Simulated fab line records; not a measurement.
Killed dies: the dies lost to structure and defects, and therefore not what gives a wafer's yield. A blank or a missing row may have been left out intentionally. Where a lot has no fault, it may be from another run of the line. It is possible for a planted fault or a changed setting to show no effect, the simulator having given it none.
A lot that was struck, set against a sound lot :: flow nand_harc :: 15 steps out of a route of 1159
Sound: these wafers, L517.1, L517.2, L517.6. Wafers L520.2, L520.4, L520.6 were the ones struck. The cause comes at the end.
For every step that has rows: the tool of each side, followed by ch and its chambers, followed by its first start. Under that, the readings that differ: sound wafers :: struck wafers :: difference of the means :: sigmas: that difference in standard deviations of wafers without a fault.
alike: readings with means less than 2 such deviations apart, plus words and numbers identical on both sides. not compared: withheld readings, readings lacking a value on some wafer, bounds such as >300 that could conceal the same value, and numbers that have no deviation in the record and whose values overlap.
A row with sigmas, a row that says differs or no value, or rows on one side alone: a step with any of these is where the two part. Non-overlapping numbers with no deviation appear without sigmas and do not part them. A reading missing from all wafers of one side parts the sides only when that side holds two or more wafers.

first, 2 steps without rows for these wafers: NHARC_P_GATE_PEB_09 (peb time 85 s); NHARC_P_GATE_DEVELOP_10 (time 70 s).
NHARC_P_GATE_CD_MEAS_11: the cd target is 1640 nm.
  sound on cd_sem-01 ch 0, day 4 01:21; struck on cd_sem-01 ch 0, day 5 06:22
  alike: cd_nm
then, 1 step without rows for these wafers: NHARC_P_GATE_HARDBAKE_12 (time 80 s).
NHARC_P_GATE_DESCUM_13: chemistry O2, time 3 s.
  sound on rie_diel-08 ch 1,2, day 4 01:32; struck on rie_diel-08 ch 0,1,3, day 5 06:32
  alike: drypump_motor_current_A, oes_product_au, rf_vpp_V, showerhead_plenum_p_Torr, throttle_valve_pct
  not compared: rf_hours_counter_h
then, 6 steps without rows for these wafers: NHARC_P_GATE_ETCH_14 (etches SiO2 in dHF, target depth 48.8 nm); NHARC_P_GATE_STRIP_15 (strips in SPM, time 780 s); NHARC_P_GATE_PRECLEAN_71 (cleans in SC1); NHARC_P_GATE_SRD_72; NHARC_P_GATE_OXIDE_16 (material SiO2, target thk 3 nm, ox time 392 s); NHARC_P_GATE_CVD_17 (deposits poly-Si, target thk 150 nm, time 900 s).
NHARC_P_GATE_HM_DEP_102: deposits aC, target thk 120 nm.
  sound on acl_dep-03 ch 0, day 4 13:29; struck on acl_dep-02 ch 0, day 5 21:32
  alike: throttle_valve_pct
NHARC_P_GATE_DEP_103: deposits SiON, target thk 30 nm.
  sound on pecvd-04 ch 0,1, day 4 14:10; struck on pecvd-01 ch 1,2, day 5 22:37
  alike: heater_power_outer_w, heater_power_w
then, 1 step without rows for these wafers: NHARC_P_GATE_DEHYDRATE_18 (time 120 s).
NHARC_END_SORT_01:
  the record has rows for the sound wafers here (prober-01 ch 0, day 20 16:22) and none for the struck ones

== WHERE THEY PART ==
Only at NHARC_END_SORT_01, as far as this record shows.

WHY: what the simulator had put in
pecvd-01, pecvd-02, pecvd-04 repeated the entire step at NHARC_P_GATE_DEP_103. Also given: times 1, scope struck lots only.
